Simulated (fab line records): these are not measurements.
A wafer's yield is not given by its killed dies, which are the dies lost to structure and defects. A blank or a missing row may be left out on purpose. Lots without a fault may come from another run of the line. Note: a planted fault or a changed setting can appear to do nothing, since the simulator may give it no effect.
3 desks looking at one fault :: flow nand-harc :: every desk sees just its own numbers, and what lay behind them comes last

## THE DEFECT DESK
What the inspections along the route counted, lot by lot: means of the sampled wafers that have a number. The brackets show how far a lot's mean lies from the usual mean; more than 4 standard deviations puts the lot out of limits, marked OUT.
Columns: A = raw-defect-count at NHARC_A_CHANNEL_HOLE_D2_INSPECT_12, usual 29
lot: L827
first seen here: day 14 08:48
A: 58

lot: L830
first seen here: day 14 23:43
A: 10

lot: L829
first seen here: day 15 00:01
A: 13

lot: L831
first seen here: day 15 19:39
A: 11

lot: L833
first seen here: day 16 18:53
A: 8

lot: L834
first seen here: day 17 02:02
A: 13

lot: L836
first seen here: day 17 21:23
A: 8

lot: L835
first seen here: day 17 21:56
A: 10

lot: L837
first seen here: day 18 05:45
A: 13

lot: L839
first seen here: day 19 02:49
A: 54

lot: L840
first seen here: day 19 09:10
A: 61

lot: L846
first seen here: day 22 00:40
A: 24

lot: L847
first seen here: day 22 16:26
A: 27
Finding of this desk: none of the 13 lots has anything out of limits.

## FOR THE TOOL OWNER'S DESK: pecvd-04
The tool's own readings at NHARC_A_ONON_D2_DEP_33 (deposits SiO2, target thk 200 nm): means of the sampled wafers that have a number, for each lot that ran on this tool. The brackets show how far a lot's mean lies from the usual mean; more than 4 standard deviations puts the lot out of limits, marked OUT.
Columns: A = heater-power-w at NHARC_A_ONON_D2_DEP_33, usual 578 W; B = mfc-precursor-sccm at NHARC_A_ONON_D2_DEP_33, usual 161.4 sccm; C = rf-fwd-power-W at NHARC_A_ONON_D2_DEP_33, usual 898.8 W; D = throttle-valve-pct at NHARC_A_ONON_D2_DEP_33, usual 16.1 %
lot: L830
first seen here: day 14 20:33
A: 489
B: 161.7
C: 898.9
D: 15.8

lot: L837
first seen here: day 17 20:52
A: 531
B: 161.6
C: 900.6
D: 16.4

lot: L846
first seen here: day 21 20:44
A: 488
B: 175.8 (+33) OUT
C: 898.7
D: 16.3

lot: L847
first seen here: day 22 11:37
A: 580
B: 176.2 (+34) OUT
C: 899.2
D: 16.5
This desk's verdict: out of limits on L846, L847, starting with L846 at day 21 20:44 (mfc-precursor-sccm at NHARC_A_ONON_D2_DEP_33). Within limits: L830, L837.

## FROM THE METROLOGY DESK
What the gauges read for every lot (on any tool): the sampled wafers with a number, averaged. The brackets show how far a lot's mean lies from the usual mean; more than 4 standard deviations puts the lot out of limits, marked OUT.
Columns: A = thk-nm at NHARC_A_ONON_D2_THK_MEAS_11, usual 999 nm; B = thk-nm at NHARC_A_ONON_D2_THK_MEAS_34, usual 200.0 nm; C = cd-nm at NHARC_A_CHANNEL_HOLE_D2_CD_MEAS_10, usual 99.9 nm
lot: L827
first seen here: day 13 14:14
A: 1007
B: 198.6
C: 100.2

lot: L830
first seen here: day 14 10:18
A: 992
B: 200.1
C: 99.8

lot: L829
first seen here: day 14 10:49
A: 997
B: 200.2
C: 100.0

lot: L831
first seen here: day 15 06:04
A: 1002
B: 201.0
C: 100.0

lot: L833
first seen here: day 16 03:10
A: 996
B: 201.4
C: 100.1

lot: L834
first seen here: day 16 08:59
A: 998
B: 196.6
C: 100.1

lot: L836
first seen here: day 17 06:26
A: 989
B: 203.8
C: 100.2

lot: L835
first seen here: day 17 06:38
A: 1024
B: 197.2
C: 99.7

lot: L837
first seen here: day 17 10:28
A: 996
B: 202.0
C: 100.0

lot: L839
first seen here: day 18 12:25
A: 999
B: 201.8
C: 99.1

lot: L840
first seen here: day 18 19:13
A: 978
B: 202.3
C: 100.5

lot: L846
first seen here: day 21 09:49
A: 1012
B: 218.4 (+6.8) OUT
C: 100.2

lot: L847
first seen here: day 22 00:43
A: 971
B: 216.8 (+6.2) OUT
C: 99.9
This desk's verdict: out of limits on L846, L847, starting with L846 at day 21 21:08 (thk-nm at NHARC_A_ONON_D2_THK_MEAS_34). Within limits: L827, L830, L829, L831, L833, L834, L836, L835, L837, L839, L840.

## PUT TOGETHER
At day 21 20:44, on L846, L847, the tool owner's desk was in a position to raise an alarm.
An alarm was possible from the metrology desk at day 21 21:08, on L846, L847.
Nothing the defect desk looked at was out of limits.
The defect desk has L846, L847 on record, within its limits.
The lots listed all ran NHARC_A_ONON_D2_DEP_33 on pecvd-04.

## WHAT THE SIMULATOR PUT IN
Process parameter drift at NHARC_A_ONON_D2_DEP_33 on pecvd-04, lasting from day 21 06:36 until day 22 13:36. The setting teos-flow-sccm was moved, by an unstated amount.
Shown lots that were struck: L846, L847.
Fault start to first reading out of limits, in hours, per desk: tool owner, 14; metrology, 15.
